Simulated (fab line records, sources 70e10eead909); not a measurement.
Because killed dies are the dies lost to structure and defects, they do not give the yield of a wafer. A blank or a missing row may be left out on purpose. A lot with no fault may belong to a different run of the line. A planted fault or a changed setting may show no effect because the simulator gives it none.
fab line records ; flow nand_harc
record lots=14; wafers=42; last_day=24
route steps=1159 shown A_STAIRCASE@701 A_SGD_CUT@761
lots that met no fault: from a run of the same line without faults
start_h: the number of hours between the record's first day and the start of the first shown wafer of the lot ; wait_h: time in hours since the lot's previous step ; " as in the row above ; L1.1+2: a row that stands for several wafers ; - value missing, or start not given ; * or withheld: withheld ; < > ~ a bound
route shown NAME@n: a module of which the file shows steps, and the number in the route of the first ; usual: mean/standard deviation of fault-free wafers ; same: alike in all rows ; chamber/n: place in a boat ; sites: the reading at each site ; _std_site: standard deviation of those values ; _edge_site: inner sites' mean taken away from outer sites' mean ; radius_mm: how far each site lies from the wafer's centre ; mask NAME#n: copy n ; behind: the last tool/chamber to shape the wafer ; hold: why the lot was held/for how many hours/how that ended ; device: the transistor (n, p or np) that didn't switch ; end of line: at the end of the route, the tests of the same wafers ; a step without rows: its recipe alone ; killed: dies that structure and defects cost at the first sort, which is not the same as the wafer's yield ; map: a wafer's dies, x killed, . not, _ none there
set.NAME: the run value of the setting; set.NAME@STEP: its run value at that earlier step ; model.NAME: the simulator's own value behind a step, which no gauge read
one table for each step of the route and one row for each wafer, over a sample of lots
services: when a tool's chamber went out of use (start_h, in hours from the record's first day, below 0 if earlier), for how many hours, and the reason
## steps
# step NHARC_A_STAIRCASE_DEP_417
# recipe target_thk_a=600; step_coverage_pct=20; temp_c=400; target_thk_nm=60; flow_sccm=200; rf_w=450; material=Si3N4
# usual heater_power_outer_w=445/83; heater_power_w=747/110; rf_fwd_power_W=448.8/1.3
lot.wafer;tool;chamber;start_h;wait_h;heater_power_outer_w;heater_power_w;rf_fwd_power_W
L390.2;pecvd-01;1;272.36;-;353;635;449.8
L390.3;pecvd-01;2;272.36;-;440;804;447.5
L390.4;pecvd-01;2;272.36;-;441;831;448.1
L391.2;pecvd-04;2;274.43;-;400;754;450.1
L391.1;pecvd-04;0;274.43;-;415;688;449.1
L391.6;pecvd-04;1;274.43;-;422;733;447.9
L392.1;pecvd-02;0;276.09;-;469;810;449.8
L392.4;pecvd-02;0;276.09;-;459;796;448.6
L392.5;pecvd-02;1;276.09;-;514;789;449.3
L395.3;pecvd-04;2;295.03;-;433;796;452.2
L395.2;pecvd-04;1;295.03;-;475;786;447.8
L395.4;pecvd-04;0;295.03;-;509;844;447.4
L394.1;pecvd-02;1;298.32;-;450;711;448.0
L394.2;pecvd-02;0;298.32;-;469;815;449.0
L394.5;pecvd-02;2;298.32;-;569;832;448.2
L396.2;pecvd-02;1;314.41;-;473;728;447.3
L396.4;pecvd-02;0;314.41;-;484;821;452.4
L396.5;pecvd-02;1;314.41;-;476;727;446.5
L398.3;pecvd-04;2;316.73;-;455;829;448.9
L398.2;pecvd-04;0;316.73;-;408;688;450.5
L398.4;pecvd-04;2;316.73;-;467;812;447.9
L399.1;pecvd-02;0;317.67;-;457;836;448.1
L399.2;pecvd-02;1;317.67;-;425;673;449.8
L399.4;pecvd-02;0;317.67;-;458;805;447.8
L400.2;pecvd-02;1;333.20;-;422;677;449.5
L400.3;pecvd-02;2;333.20;-;477;717;448.8
L400.1;pecvd-02;0;333.20;-;495;821;448.0
L403.1;pecvd-01;0;347.03;-;425;682;448.8
L403.2;pecvd-01;1;347.03;-;331;598;446.4
L403.4;pecvd-01;0;347.03;-;417;700;449.4
L406.2;pecvd-01;1;359.42;-;300;570;449.1
L406.4;pecvd-01;1;359.42;-;299;580;448.2
L406.5;pecvd-01;2;359.42;-;490;836;447.9
L411.3;pecvd-02;1;391.79;-;468;706;448.8
L411.6;pecvd-02;2;391.79;-;605;861;450.2
L411.4;pecvd-02;0;391.79;-;453;823;448.5
L410.2;pecvd-04;2;398.08;-;376;687;449.1
L410.3;pecvd-04;0;398.08;-;513;830;451.4
L410.5;pecvd-04;2;398.08;-;368;703;447.8
L412.2;pecvd-01;0;400.82;-;422;681;446.4
L412.5;pecvd-01;0;400.82;-;422;700;447.5
L412.4;pecvd-01;1;400.82;-;275;532;448.3
# step NHARC_A_STAIRCASE_ETCHBACK_422
# recipe target_depth_a=400; over_etch_frac=0.3; time_s=74.286; ion_energy_ev=120; ch3f_flow_sccm=50; o2_flow_sccm=30; ar_flow_sccm=200; rf_w=500; bias_w=100; chemistry=CH3F/O2
# usual bias_w=99.9/0.31; drypump_motor_current_A=5.7/0.35; oes_product_au=0.98/0.036; rf_fwd_power_W=496.3/1.7; rf_vpp_V=244.5/1.5; showerhead_plenum_p_Torr=2.47/0.09; throttle_valve_pct=20.663/0.0092
lot.wafer;tool;chamber;start_h;wait_h;bias_w;drypump_motor_current_A;oes_product_au;rf_fwd_power_W;rf_hours_counter_h;rf_vpp_V;showerhead_plenum_p_Torr;throttle_valve_pct
L390.3;rie_diel-01;3;309.62;0.1;99.6;6.1;1.00;498.5;61;246.0;2.50;20.642
L390.2;rie_diel-01;1;309.62;0.1;99.6;5.8;1.01;494.4;56;242.7;2.31;20.666
L390.4;rie_diel-01;2;309.62;0.1;100.4;5.8;1.01;496.6;59;246.3;2.58;20.659
L392.1;rie_diel-13;1;314.98;0.2;99.3;5.5;1.01;495.4;12;246.5;2.50;20.667
L392.4;rie_diel-13;3;314.98;0.2;100.3;5.5;1.01;496.2;11;244.0;2.39;20.649
L392.5;rie_diel-13;1;314.98;0.2;99.4;5.5;1.00;497.1;-;243.8;2.50;20.658
L391.2;rie_diel-13;2;315.13;0.1;100.2;5.2;1.02;497.9;12;245.6;2.48;20.682
L391.1;rie_diel-13;3;315.13;0.1;99.6;5.5;1.01;496.4;11;242.9;2.39;20.653
L391.6;rie_diel-13;3;315.13;0.1;99.9;5.5;1.01;493.3;-;244.6;2.39;20.669
L394.1;rie_diel-13;2;340.30;0.1;100.2;5.2;1.02;496.9;21;244.6;2.48;20.644
L394.2;rie_diel-13;0;340.30;0.1;99.9;6.7;1.02;495.9;21;246.5;2.63;20.662
L394.5;rie_diel-13;2;340.30;0.1;100.1;5.2;1.02;497.6;-;243.6;2.48;20.656
L395.3;rie_diel-11;2;340.58;0.1;99.5;5.6;0.92;498.0;55;241.5;2.37;20.657
L395.2;rie_diel-11;3;340.58;0.1;100.4;5.8;0.92;499.5;53;245.8;2.54;20.664
L395.4;rie_diel-11;0;340.58;0.1;99.6;5.5;0.93;497.9;52;245.7;2.58;20.669
L396.4;rie_diel-13;3;355.96;0.2;99.9;5.5;0.93;496.6;28;243.3;2.39;20.649
L396.2;rie_diel-13;1;355.96;0.2;100.0;5.5;0.94;495.1;28;245.1;2.49;20.672
L396.5;rie_diel-13;3;355.96;0.2;100.2;5.5;0.93;496.1;-;244.0;2.39;20.669
L399.2;rie_diel-01;0;362.22;0.1;100.0;5.4;0.99;498.6;18;244.2;2.49;20.659
L399.4;rie_diel-01;1;362.22;0.1;100.3;5.9;1.02;493.3;16;242.0;2.31;20.647
L399.1;rie_diel-01;2;362.22;0.1;100.0;5.8;1.00;492.7;14;244.9;2.58;20.684
L398.3;rie_diel-11;3;362.49;0.1;100.0;5.8;0.92;497.3;61;245.3;2.54;20.655
L398.2;rie_diel-11;0;362.49;0.1;99.5;5.5;0.93;496.9;60;246.2;2.58;20.659
L398.4;rie_diel-11;2;362.49;0.1;100.1;5.6;0.93;497.4;62;244.0;2.36;20.675
L400.3;rie_diel-13;1;377.48;0.1;100.2;5.5;1.00;495.9;37;244.7;2.49;20.659
L400.2;rie_diel-13;2;377.48;0.1;100.0;5.2;1.02;496.1;38;244.1;2.47;20.661
L400.1;rie_diel-13;3;377.48;0.1;99.3;5.5;0.99;495.4;38;242.0;2.39;20.673
L403.2;rie_diel-11;3;387.53;0.1;100.1;5.8;1.01;495.8;4;245.0;2.54;20.654
L403.4;rie_diel-11;0;387.53;0.1;99.3;5.5;1.01;500.3;5;245.9;2.57;20.660
L403.1;rie_diel-11;1;387.53;0.1;100.5;5.8;0.98;496.2;4;243.5;2.39;20.674
L406.4;rie_diel-11;3;398.49;0.1;99.9;5.8;1.00;497.2;9;246.3;2.54;20.672
L406.2;rie_diel-11;0;398.49;0.1;99.5;5.4;1.00;498.7;8;245.4;2.57;20.662
L406.5;rie_diel-11;1;398.49;0.1;99.6;5.8;0.97;494.3;-;242.0;2.39;20.658
L410.3;rie_diel-11;0;436.51;0.2;99.9;5.5;0.93;497.3;23;244.5;2.57;20.662
L410.2;rie_diel-11;1;436.51;0.2;100.3;5.8;0.90;496.8;20;243.9;2.38;20.673
L410.5;rie_diel-11;2;436.51;0.2;100.0;5.6;0.93;496.8;-;243.4;2.36;20.654
L412.2;rie_diel-13;1;437.01;0.1;99.7;5.5;0.92;494.5;60;243.7;2.48;20.676
L412.4;rie_diel-13;3;437.01;0.1;100.0;5.5;0.92;495.6;60;243.0;2.38;20.678
L412.5;rie_diel-13;1;437.01;0.1;99.5;5.5;0.91;493.3;-;246.1;2.48;20.651
L411.3;rie_diel-01;0;437.20;0.2;100.1;5.4;0.98;492.6;43;243.8;2.48;20.662
L411.4;rie_diel-01;3;437.20;0.2;100.1;6.1;0.98;496.5;-;243.3;2.48;20.657
L411.6;rie_diel-01;0;437.20;0.2;99.7;5.4;1.00;493.2;-;245.7;2.48;20.664
# step NHARC_A_STAIRCASE_DEP_471
# recipe target_thk_a=1000; temp_c=400; pressure_torr=6.5; rf_w=900; teos_flow_sccm=161.4; flow_sccm=2650; target_thk_nm=100; gas=O2; material=SiO2
# usual chamber_pressure_Torr=6.501/0.015; flow_sccm=2649/7.9; heater_power_w=590/99; rf_fwd_power_W=896/3; throttle_valve_pct=15.9/0.66
lot.wafer;tool;chamber;start_h;wait_h;chamber_pressure_Torr;flow_sccm;heater_power_w;rf_fwd_power_W;throttle_valve_pct
L390.2;pecvd-04;0;310.30;-;6.494;2653;672;896;16.4
L390.3;pecvd-04;1;310.30;-;6.514;2652;681;899;15.8
L390.4;pecvd-04;2;310.30;-;6.502;2649;653;894;14.9
L392.1;pecvd-04;1;315.70;-;6.469;2650;579;898;15.6
L392.4;pecvd-04;1;315.70;-;6.509;2646;575;897;15.7
L392.5;pecvd-04;0;315.70;-;6.495;2651;542;901;16.3
L391.2;pecvd-02;2;315.79;-;6.514;2658;564;902;14.4
L391.1;pecvd-02;0;315.79;-;6.490;2642;632;889;16.4
L391.6;pecvd-02;0;315.79;-;6.491;2649;627;896;16.3
L394.2;pecvd-01;1;341.12;-;6.502;2640;465;896;16.0
L394.1;pecvd-01;2;341.12;-;6.509;2643;746;895;16.5
L394.5;pecvd-01;2;341.12;-;6.537;2647;757;897;16.6
L395.2;pecvd-04;1;341.56;-;6.490;2645;673;894;16.0
L395.4;pecvd-04;0;341.56;-;6.509;2646;607;894;16.5
L395.3;pecvd-04;1;341.56;-;6.491;2649;681;894;15.6
L396.2;pecvd-01;0;356.62;-;6.522;2657;533;894;16.5
L396.5;pecvd-01;0;356.62;-;6.500;2652;536;894;16.4
L396.4;pecvd-01;1;356.62;-;6.506;2659;481;898;16.0
L399.1;pecvd-04;2;362.85;-;6.515;2659;645;894;15.0
L399.2;pecvd-04;1;362.85;-;6.487;2655;542;889;15.7
L399.4;pecvd-04;2;362.85;-;6.493;2649;662;894;14.9
L398.3;pecvd-02;0;363.13;-;6.486;2660;540;899;15.8
L398.2;pecvd-02;2;363.13;-;6.524;2662;610;899;15.0
L398.4;pecvd-02;1;363.13;-;6.509;2650;613;891;14.9
L400.2;pecvd-01;1;378.15;-;6.504;2651;444;897;16.2
L400.1;pecvd-01;2;378.15;-;6.499;2635;636;895;16.6
L400.3;pecvd-01;0;378.15;-;6.503;2642;508;900;16.6
L403.2;pecvd-01;1;388.18;-;-;-;-;-;-
L403.1;pecvd-01;0;388.18;-;-;-;-;-;-
L403.4;pecvd-01;2;388.18;-;-;-;-;-;-
L406.2;pecvd-01;0;399.12;-;-;-;-;-;-
L406.5;pecvd-01;0;399.12;-;-;-;-;-;-
L406.4;pecvd-01;2;399.12;-;-;-;-;-;-
L410.2;pecvd-04;2;437.14;-;6.506;2649;568;894;15.7
L410.3;pecvd-04;0;437.14;-;6.494;2646;665;896;15.8
L410.5;pecvd-04;0;437.14;-;6.493;2667;683;895;15.9
L412.2;pecvd-01;0;437.68;-;6.478;2655;557;899;16.0
L412.4;pecvd-01;0;437.68;-;6.491;2656;558;896;15.9
L412.5;pecvd-01;1;437.68;-;6.501;2646;411;895;15.5
L411.3;pecvd-04;1;437.85;-;6.495;2651;654;892;14.9
L411.4;pecvd-04;0;437.85;-;6.521;2656;579;895;15.8
L411.6;pecvd-04;2;437.85;-;6.471;2636;572;898;15.3
# step NHARC_A_SGD_CUT_DESCUM_14
# recipe time_s=3; o2_flow_sccm=200; ar_flow_sccm=0; bias_power_w=0; chemistry=O2
# usual drypump_motor_current_A=5.6/0.45; oes_product_au=0.997/0.016; rf_vpp_V=57.8/0.96; showerhead_plenum_p_Torr=1.91/0.08; throttle_valve_pct=11.311/0.0086
lot.wafer;tool;chamber;start_h;wait_h;drypump_motor_current_A;oes_product_au;rf_hours_counter_h;rf_vpp_V;showerhead_plenum_p_Torr;throttle_valve_pct
L390.2;rie_diel-04;2;311.89;0.1;5.2;0.992;0;56.1;1.88;11.301
L390.3;rie_diel-04;3;311.89;0.1;5.8;1.003;0;57.2;1.95;11.308
L390.4;rie_diel-04;1;311.89;0.1;6.1;0.976;0;56.1;1.90;11.316
L392.4;rie_diel-03;0;317.16;0.1;5.6;1.023;8;60.2;1.89;11.312
L392.1;rie_diel-03;3;317.16;0.1;4.8;0.999;8;56.2;2.06;11.314
L392.5;rie_diel-03;1;317.16;0.1;5.5;1.005;-;58.6;1.89;11.307
L391.2;rie_diel-07;1;317.47;0.1;6.1;0.981;8;57.8;1.77;11.313
L391.1;rie_diel-07;3;317.47;0.1;5.6;1.019;9;57.6;2.02;11.296
L391.6;rie_diel-07;1;317.47;0.1;6.2;0.986;-;56.8;1.77;11.307
L394.2;rie_diel-04;2;343.05;0.1;5.2;0.979;3;56.6;1.87;11.304
L394.1;rie_diel-04;3;343.05;0.1;5.8;1.002;3;58.3;1.95;11.314
L394.5;rie_diel-04;0;343.05;0.1;5.5;1.029;-;57.7;1.90;11.304
L395.2;rie_diel-03;1;343.40;0.1;5.5;1.005;9;56.0;1.89;11.313
L395.4;rie_diel-03;3;343.40;0.1;4.8;0.990;11;57.4;2.05;11.323
L395.3;rie_diel-03;0;343.40;0.1;5.6;1.023;11;56.3;1.89;11.316
L396.2;rie_diel-03;3;358.12;0.1;4.8;1.000;12;58.2;2.05;11.306
L396.4;rie_diel-03;0;358.12;0.1;5.6;1.023;12;58.2;1.89;11.290
L396.5;rie_diel-03;1;358.12;0.1;5.5;1.007;-;57.6;1.89;11.322
L399.4;rie_diel-07;3;364.48;0.1;5.6;1.009;13;58.8;2.02;11.308
L399.2;rie_diel-07;0;364.48;0.1;6.2;0.996;13;58.3;1.80;11.296
L399.1;rie_diel-07;1;364.48;0.1;6.1;0.971;12;57.1;1.77;11.310
L398.3;rie_diel-03;1;364.74;0.1;5.5;1.010;12;57.3;1.89;11.310
L398.2;rie_diel-03;2;364.74;0.1;4.9;0.979;13;58.1;1.99;11.314
L398.4;rie_diel-03;1;364.74;0.1;5.5;1.011;-;58.2;1.89;11.303
L400.1;rie_diel-07;2;379.76;0.1;5.8;1.007;15;56.9;1.89;11.310
L400.2;rie_diel-07;3;379.76;0.1;5.6;1.015;15;58.7;2.02;11.323
L400.3;rie_diel-07;1;379.76;0.1;6.2;0.993;15;58.2;1.77;11.322
L410.3;rie_diel-03;3;438.63;0.1;4.8;0.991;3;57.7;2.05;11.317
L410.2;rie_diel-03;1;438.63;0.1;5.5;0.977;3;56.5;1.89;11.291
L410.5;rie_diel-03;2;438.63;0.1;4.9;0.980;-;58.3;1.99;11.308
L412.2;rie_diel-04;1;439.14;0.1;6.1;0.984;10;57.7;1.90;11.309
L412.4;rie_diel-04;2;439.14;0.1;5.2;0.993;10;57.5;1.87;11.305
L412.5;rie_diel-04;0;439.14;0.1;5.5;1.011;-;58.2;1.90;11.306
L411.4;rie_diel-07;3;439.53;0.1;5.6;1.010;3;59.2;2.01;11.310
L411.3;rie_diel-07;0;439.53;0.1;6.2;1.000;4;57.4;1.80;11.304
L411.6;rie_diel-07;1;439.53;0.1;6.1;0.981;-;57.6;1.77;11.302
## services
tool;chamber;start_h;hours;kind
rie_diel-04;1;252.84;10.6;repair
rie_diel-13;-;276.27;9.0;pm
rie_diel-04;1;279.67;3.1;repair
rie_diel-03;3;281.12;3.6;repair
rie_diel-04;-;288.90;9.0;pm
rie_diel-03;2;291.78;4.4;repair
rie_diel-03;-;292.47;2.1;repair
rie_diel-01;2;296.42;3.8;repair
rie_diel-01;-;314.88;9.0;pm
rie_diel-03;1;328.69;3.5;repair
pecvd-02;-;334.34;13.0;pm
pecvd-04;2;337.80;19.8;repair
rie_diel-04;1;343.91;4.4;repair
rie_diel-04;0;348.26;18.2;repair
rie_diel-03;0;358.74;14.8;repair
rie_diel-01;2;362.64;2.9;repair
rie_diel-11;-;366.50;9.0;pm
pecvd-04;-;376.56;13.0;pm
rie_diel-03;-;377.83;2.6;repair
rie_diel-03;-;392.56;9.0;pm
rie_diel-07;-;405.20;9.0;pm
rie_diel-13;-;407.12;0.5;repair
pecvd-01;-;418.07;13.0;pm
rie_diel-01;2;423.97;50.2;repair
## key
first_sign step=NHARC_A_STAIRCASE_DEP_471; reading=tool_record; direction=missing
effect none on later readings
met_at NHARC_A_STAIRCASE_DEP_471
struck_lots L403,L406
later_rows_left_out L403.1,L403.2,L403.4,L406.2,L406.4,L406.5
sort_left_out L403.1,L403.2,L403.4,L406.2,L406.4,L406.5
tester_left_out L403,L406
not_acting_at NHARC_A_STAIRCASE_DEP_417,NHARC_A_STAIRCASE_ETCHBACK_422,NHARC_A_SGD_CUT_DESCUM_14
onset_between 378.15 388.18
fault kind=skipped_step_whole; tool=pecvd-01; chamber=-; onset_h=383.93; steps=NHARC_A_STAIRCASE_DEP_471; scope=struck_lots_only
# tester_left_out: of these lots the tester's yield and bins aren't shown, on N5 and GAA mostly nor the transistor test; their killed dies are dies lost to structure and defects alone, not to doping, threshold or leakage, so they don't give the yield
# sort_left_out: the simulated sort isn't trusted on such a fault, so these wafers' sort isn't shown, and their yield isn't known
# later_rows_left_out: the simulator's readings of these wafers behind a module that went badly wrong aren't trusted and aren't shown, but for the sort
